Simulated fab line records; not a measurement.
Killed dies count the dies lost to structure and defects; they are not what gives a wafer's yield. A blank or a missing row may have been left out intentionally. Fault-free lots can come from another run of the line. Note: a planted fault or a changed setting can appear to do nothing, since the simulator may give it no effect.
Which tool is to blame?    flow n5 finfet    9 lots, 27 wafers sampled, at 5 steps of a route of 1938

WHAT THE GAUGES READ, wafer by wafer
N5_BEOL_M4_RC_MEAS_101.
lot   measured      on         DIBL_N (mV/V)   DIBL_P (mV/V)   IOFF_N (nA/um)     IOFF_P (nA/um)  ION_N (uA/um)  ION_P (uA/um)  SS_N (mV/dec)   SS_P (mV/dec)   VT_N (mV)    VT_P (mV)
L657  day 8 10:10   prober-01  33.5 36.6 33.2  31.3 35.8 31.9  0.126 0.180 0.119  0.18 0.25 0.18  677 694 671    470 480 460    70.3 71.8 70.9  72.9 73.1 72.5  250 245 252  -249 -247 -250
L662  day 9 04:07   prober-01  35.8 35.5 37.0  34.7 34.8 36.7  0.145 0.150 0.172  0.19 0.20 0.23  660 681 667    451 465 460    71.2 71.0 70.9  73.5 73.2 73.8  249 250 248  -251 -249 -248
L663  day 9 12:04   prober-01  37.1 35.5 35.7  38.5 35.8 36.4  0.212 0.180 0.170  0.25 0.21 0.21  682 694 678    468 470 462    72.3 72.4 72.6  73.9 72.8 73.1  246 246 248  -248 -249 -249
L664  day 9 18:33   prober-01  36.1 34.1 37.8  36.2 34.4 38.3  0.176 0.137 0.221  0.26 0.23 0.30  697 680 711    483 475 487    71.6 70.8 72.2  73.3 73.2 74.0  245 249 242  -244 -244 -242
L668  day 10 17:23  prober-01  37.6 36.9 36.2  37.8 38.0 36.3  0.174 0.172 0.153  0.24 0.26 0.22  669 694 684    461 477 468    71.9 71.3 71.9  73.7 73.5 73.2  250 248 249  -250 -247 -247
L675  day 13 01:41  prober-01  37.9 39.4 38.6  38.4 41.1 38.5  0.174 0.228 0.181  0.24 0.29 0.23  668 703 658    462 481 452    72.1 71.8 71.8  73.4 74.9 73.6  248 245 250  -251 -247 -251
L678  day 13 07:11  prober-02  34.0 36.4 36.2  34.6 37.1 37.3  0.139 0.179 0.174  0.20 0.24 0.25  679 669 674    465 466 467    71.0 72.0 71.8  72.8 73.6 73.0  250 247 248  -249 -243 -245
L679  day 13 16:08  prober-01  36.3 38.2 37.6  35.9 37.1 37.4  0.147 0.161 0.169  0.21 0.23 0.24  659 665 668    459 457 464    71.3 71.4 72.0  72.9 73.6 73.7  253 250 246  -249 -250 -249
L680  day 13 20:43  prober-01  35.2 35.4 36.6  34.8 35.0 36.5  0.133 0.141 0.165  0.19 0.20 0.21  649 670 663    452 462 447    72.1 71.4 72.4  72.1 72.8 71.9  252 250 249  -252 -251 -251

N5_BEOL_M15_THK_MEAS_50: measures by xrf.
lot   measured      on             M15_THK (nm)
L657  day 11 20:31  film metro-02  800 808 808
L662  day 12 07:34  film metro-01  845 836 847
L663  day 12 18:32  film metro-01  807 794 807
L664  day 13 02:22  film metro-01  815 829 835
L668  day 14 05:49  film metro-01  835 851 839
L675  day 16 17:53  film metro-01  818 547 818
L678  day 16 22:07  film metro-01  543 827 813
L679  day 17 06:13  film metro-02  801 840 846
L680  day 18 04:55  film metro-01  835 855 836

N5_BEOL_M15_RS_MEAS_54: measurement is done with a four-point probe.
lot   measured      on             M15_RS (ohm/sq)
L657  day 11 20:38  film metro-01  0.0219 0.0218 0.0217
L662  day 12 07:42  film metro-02  0.0211 0.0214 0.0211
L663  day 12 18:40  film metro-01  0.0217 0.0222 0.0218
L664  day 13 02:31  film metro-01  0.0218 0.0214 0.0214
L668  day 14 05:57  film metro-01  0.0215 0.0208 0.0212
L675  day 16 18:01  film metro-02  0.0219 0.0332 0.0220
L678  day 16 22:15  film metro-01  0.0333 0.0216 0.0219
L679  day 17 06:21  film metro-02  0.0221 0.0210 0.0208
L680  day 18 05:02  film metro-01  0.0214 0.0210 0.0212

WHAT TOOL EACH LOT RAN ON (gives the tool, then ch and the chambers of the sampled wafers, and finally the start)
lot   N5_BEOL_M15_TRENCH_ETCH_34          N5_BEOL_M15_SPUTTER_45
L657  rie diel-04 ch 1,2,3, day 11 15:08  pvd sputter-02, day 11 19:17
L662  rie diel-03 ch 1,2, day 12 04:33    pvd sputter-02, day 12 06:36
L663  rie diel-01 ch 0,1,2, day 12 15:06  pvd sputter-01, day 12 17:35
L664  rie diel-01 ch 1,3, day 13 00:19    pvd sputter-03, day 13 01:25
L668  rie diel-03 ch 0,1,3, day 14 00:20  pvd sputter-02, day 14 04:44
L675  rie diel-01 ch 0,3, day 16 14:05    pvd sputter-01, day 16 16:33
L678  rie diel-01 ch 0,2,3, day 16 17:17  pvd sputter-03, day 16 21:10
L679  rie diel-04 ch 0,1,3, day 17 02:27  pvd sputter-01, day 17 05:15
L680  rie diel-03 ch 2,3, day 18 01:21    pvd sputter-01, day 18 03:58
- N5_BEOL_M15_TRENCH_ETCH_34: etches SiO2 in C4F8/O2/Ar, target depth 872.93 nm, time 199 s.
- N5_BEOL_M15_SPUTTER_45: material Cu, target thk 100 nm, time 16.67 s.

WHAT THE TOOLS THEMSELVES READ (means of the sampled wafers that have a number; where no wafer has one, the mark that the record gives instead)
N5_BEOL_M15_TRENCH_ETCH_34.
lot   tool         drypump motor current A (A)  oes product au (a.u.)  rf fwd power W (W)  rf vpp V (V)  showerhead plenum p Torr (Torr)  throttle valve pct (%)
L657  rie diel-04  5.7                          0.75                   1897                2201          3.32                             30.66
L662  rie diel-03  5.9                          0.90                   1901                2267          3.50                             30.93
L663  rie diel-01  5.3                          0.81                   1899                2199          3.35                             30.71
L664  rie diel-01  5.7                          0.79                   1899                2200          3.42                             30.75
L668  rie diel-03  6.0                          0.92                   1901                2199          3.42                             30.84
L675  rie diel-01  5.4                          0.70                   1899                2238          3.49                             30.67
L678  rie diel-01  5.3                          0.70                   1901                2229          3.41                             30.66
L679  rie diel-04  5.6                          0.85                   1902                2204          3.38                             30.65
L680  rie diel-03  5.2                          0.84                   1898                2249          3.42                             30.62

N5_BEOL_M15_SPUTTER_45.
lot   tool            throttle valve pct (%)
L657  pvd sputter-02  30.2
L662  pvd sputter-02  29.7
L663  pvd sputter-01  30.3
L664  pvd sputter-03  30.1
L668  pvd sputter-02  29.8
L675  pvd sputter-01  30.4
L678  pvd sputter-03  29.5
L679  pvd sputter-01  30.9
L680  pvd sputter-01  29.7

THE ANSWER, worked out from the rows above alone
Rule: the usual values come from the lots themselves. Put in order of their means at a reading, lots are off if they are a third of the lots or fewer, leave a main group of 4 or more, and stand apart from it by a gap of 3 or more times the standard deviation of the main group's means; of several such gaps the widest counts. If all means in a main group match to the digits the tables above print for the reading, that group is not used. Also off: a lot with no number at a reading for which 4 or more lots have one. Any other lot the step has rows for is counted as sound. The gauges are gone through in route order, then the tools' own readings, and for those a lot's mean is taken as printed above. The first step at which some lot is off is used, and at that step the reading that is off furthest; a lot without a number counts as furthest.
Off: L675, L678, at N5_BEOL_M15_THK_MEAS_50 (M15_THK). The main group: mean 827 nm, standard deviation 16.
If a tool, at a process step before that reading, ran all the lots that are off and no sound lot after the first of them, it fits. Those tools and the gauges at N5_BEOL_M15_THK_MEAS_50 are tried in the same way. One candidate fits, namely rie diel-01 at N5_BEOL_M15_TRENCH_ETCH_34. A fault onset in the window from L664 (day 13 00:19, its last sound lot) to L675 (day 16 14:05, its first lot off) fits.

WHAT THE SIMULATOR PUT IN
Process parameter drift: rie diel-01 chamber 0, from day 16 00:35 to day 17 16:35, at N5_BEOL_M15_TRENCH_ETCH_34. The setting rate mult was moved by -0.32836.
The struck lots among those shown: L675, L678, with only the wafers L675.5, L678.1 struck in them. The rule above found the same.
